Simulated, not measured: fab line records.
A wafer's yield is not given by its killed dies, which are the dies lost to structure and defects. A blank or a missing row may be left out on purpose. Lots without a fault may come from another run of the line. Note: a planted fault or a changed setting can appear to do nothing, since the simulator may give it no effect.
Chamber matching / flow nandHarc / pecvd-03 running NHARC_A_CONTACT_DEP_58: 3 sister chambers
The step deposits SiON, target thk 60 nm. 3 wafers are shown with their chamber, then 7 later ones without.

== WAFERS PAIRED WITH THEIR CHAMBERS ==
wafer=L459.4; chamber=0; showerheadVppV (V)=1225
wafer=L460.1; chamber=1; showerheadVppV (V)=1224
wafer=L460.4; chamber=2; showerheadVppV (V)=1127

== WAFERS WHOSE CHAMBER IS MISSING ==
wafer=L460.5; showerheadVppV (V)=1209
wafer=L458.1; showerheadVppV (V)=1176
wafer=L458.3; showerheadVppV (V)=1236
wafer=L458.6; showerheadVppV (V)=1225
wafer=L469.3; showerheadVppV (V)=1212
wafer=L469.4; showerheadVppV (V)=1212
wafer=L469.5; showerheadVppV (V)=1139

== WHICH CHAMBER EACH ONE RAN IN ==
wafer=L460.5; from the rows above=can't be placed: 1 or 0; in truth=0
wafer=L458.1; from the rows above=can't be placed: 1 or 0 or 2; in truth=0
wafer=L458.3; from the rows above=can't be placed: 0 or 1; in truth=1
wafer=L458.6; from the rows above=can't be placed: 0 or 1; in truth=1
wafer=L469.3; from the rows above=can't be placed: 1 or 0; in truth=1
wafer=L469.4; from the rows above=can't be placed: 1 or 0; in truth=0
wafer=L469.5; from the rows above=2; in truth=2
Correct placement for 1 of the 7. Cannot be placed on the basis of these rows: 6; the candidates contain the true chamber in 6. 0 placed wrongly.
How it was worked out, from the rows above alone: a wafer's distance from a chamber is the root of the sum, over the readings, of the square of ((its reading less the chamber's mean) divided by the reading's scatter). If the next closest chamber is less than 2 further off than the closest, the wafer can't be placed; otherwise it belongs to the closest. For every chamber, the mean is computed from those of its wafers that are shown. The scatter: root of mean squared gap, hidden wafer to nearest shown wafer, with one shown wafer a chamber.
